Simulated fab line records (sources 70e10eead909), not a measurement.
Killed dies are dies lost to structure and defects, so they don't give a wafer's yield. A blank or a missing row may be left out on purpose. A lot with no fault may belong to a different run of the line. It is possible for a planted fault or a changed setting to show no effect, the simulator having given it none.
Shared-tool check ; flow nand-harc ; 11 lots and 33 wafers in the sample

## REASON FOR OPENING
Flagged at NHARC_A_CHANNEL_HOLE_D1_CD_MEAS_10: reading cd-nm, on 2 of 11 lots. Fault-free wafers read 100.1 nm, with a standard deviation of 0.48.
Rule: a lot is flagged in two cases, either no wafer of it has a number, or all its wafers with numbers fall more than 4 standard deviations from that mean. All remaining lots are regarded as sound.

lot;measured;on;cd-nm (nm), wafer by wafer;flag
L593;day 8 10:51;cd-sem-02;100.2 100.2 99.8;
L595;day 8 19:10;cd-sem-03;100.4 100.4 100.3;
L599;day 9 19:22;cd-sem-02;99.5 99.6 99.8;
L598;day 9 19:26;cd-sem-01;100.1 99.6 99.7;
L601;day 10 14:50;cd-sem-03;100.2 99.8 99.9;
L600;day 10 16:03;cd-sem-01;100.4 100.1 100.9;
L605;day 11 06:19;cd-sem-01;100.0 100.1 100.4;
L604;day 11 13:58;cd-sem-03;104.7 103.9 104.8;FLAGGED
L608;day 12 07:27;cd-sem-02;102.5 102.4 103.0;FLAGGED
L612;day 13 06:40;cd-sem-02;100.1 99.8 101.5;
L615;day 14 07:17;cd-sem-02;99.7 100.7 101.0;
On average the flagged lots' numbers are 103.5 nm, which is +3.5 nm against the usual, or +7 standard deviations.

## TOOL THAT RAN EACH LOT
2 process steps preceding the reading are held in the record, out of 1159 steps in the route. Each cell gives the tool, then ch followed by the chambers the sampled wafers passed through, then the start.
lot;flag;NHARC_A_ONON_D1_DEP_33;NHARC_A_CHANNEL_HOLE_D1_PEB_08
L593;;pecvd-02 ch 1,2, day 8 03:46;litho-track-01 ch 0, day 8 10:46
L595;;pecvd-02 ch 0,2, day 8 15:50;litho-track-06 ch 0, day 8 19:05
L599;;pecvd-03 ch 0,2, day 9 16:07;litho-track-06 ch 0, day 9 19:17
L598;;pecvd-02 ch 0,1, day 9 16:13;litho-track-01 ch 0, day 9 19:21
L601;;pecvd-03 ch 1,2, day 10 11:31;litho-track-06 ch 0, day 10 14:46
L600;;pecvd-03 ch 1,2, day 10 11:47;litho-track-01 ch 0, day 10 15:58
L605;;pecvd-03 ch 0,2, day 11 00:20;litho-track-06 ch 0, day 11 06:13
L604;FLAGGED;pecvd-03 ch 1,2, day 11 10:27;litho-track-06 ch 0, day 11 13:53
L608;FLAGGED;pecvd-03 ch 0,1,2, day 12 04:13;litho-track-06 ch 0, day 12 07:22
L612;;pecvd-03 ch 0,1, day 13 03:29;litho-track-04 ch 0, day 13 06:35
L615;;pecvd-01 ch 1,2, day 14 01:37;litho-track-01 ch 0, day 14 07:12
These steps, and what they do:
- NHARC_A_ONON_D1_DEP_33: deposits SiO2, target thk 200 nm.
- NHARC_A_CHANNEL_HOLE_D1_PEB_08: peb time 65 s.
- NHARC_A_CHANNEL_HOLE_D1_CD_MEAS_10: target cd 100 nm.

## FLAGGED OVER TOTAL, TOOL BY TOOL (the gauges that took the reading come last)
step;tool;lots run;flagged;share of the flagged lots;sound lots run after its first flagged lot
NHARC_A_ONON_D1_DEP_33;pecvd-01;1;0;none;-
NHARC_A_ONON_D1_DEP_33;pecvd-02;3;0;none;-
NHARC_A_ONON_D1_DEP_33;pecvd-03;7;2;all;1 (L612)
NHARC_A_CHANNEL_HOLE_D1_PEB_08;litho-track-01;4;0;none;-
NHARC_A_CHANNEL_HOLE_D1_PEB_08;litho-track-04;1;0;none;-
NHARC_A_CHANNEL_HOLE_D1_PEB_08;litho-track-06;6;2;all;0
NHARC_A_CHANNEL_HOLE_D1_CD_MEAS_10;cd-sem-01;3;0;none;-
NHARC_A_CHANNEL_HOLE_D1_CD_MEAS_10;cd-sem-02;5;1;some;2 (L612,L615)
NHARC_A_CHANNEL_HOLE_D1_CD_MEAS_10;cd-sem-03;3;1;some;0

## WHAT IS ALLOWED BY THE TABLE
2 rows of the table ran every flagged lot: pecvd-03 at NHARC_A_ONON_D1_DEP_33, litho-track-06 at NHARC_A_CHANNEL_HOLE_D1_PEB_08.
- pecvd-03 at NHARC_A_ONON_D1_DEP_33 ran 7 lots, 2 of them flagged. Lots that were sound ran on it after the first flagged one (L612); a persistent fault on the entire tool would not allow that.
- litho-track-06 at NHARC_A_CHANNEL_HOLE_D1_PEB_08 ran 6 lots, 2 of them flagged. Its last sound lot is L605 (day 11 06:13), its first flagged lot L604 (day 11 13:53): a fault that began between those two fits. Its own readings lie more than 4 standard deviations out on every wafer of the flagged lots: heater-power-total-W, plate-temp-C.
litho-track-06 at NHARC_A_CHANNEL_HOLE_D1_PEB_08 is the single tool remaining.

## WHAT THE SIMULATOR PUT IN
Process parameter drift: litho-track-06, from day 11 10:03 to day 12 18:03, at NHARC_A_CHANNEL_HOLE_D1_PEB_08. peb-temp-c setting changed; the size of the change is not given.
Struck lots among those shown: L604, L608. The rule above reached the same finding.
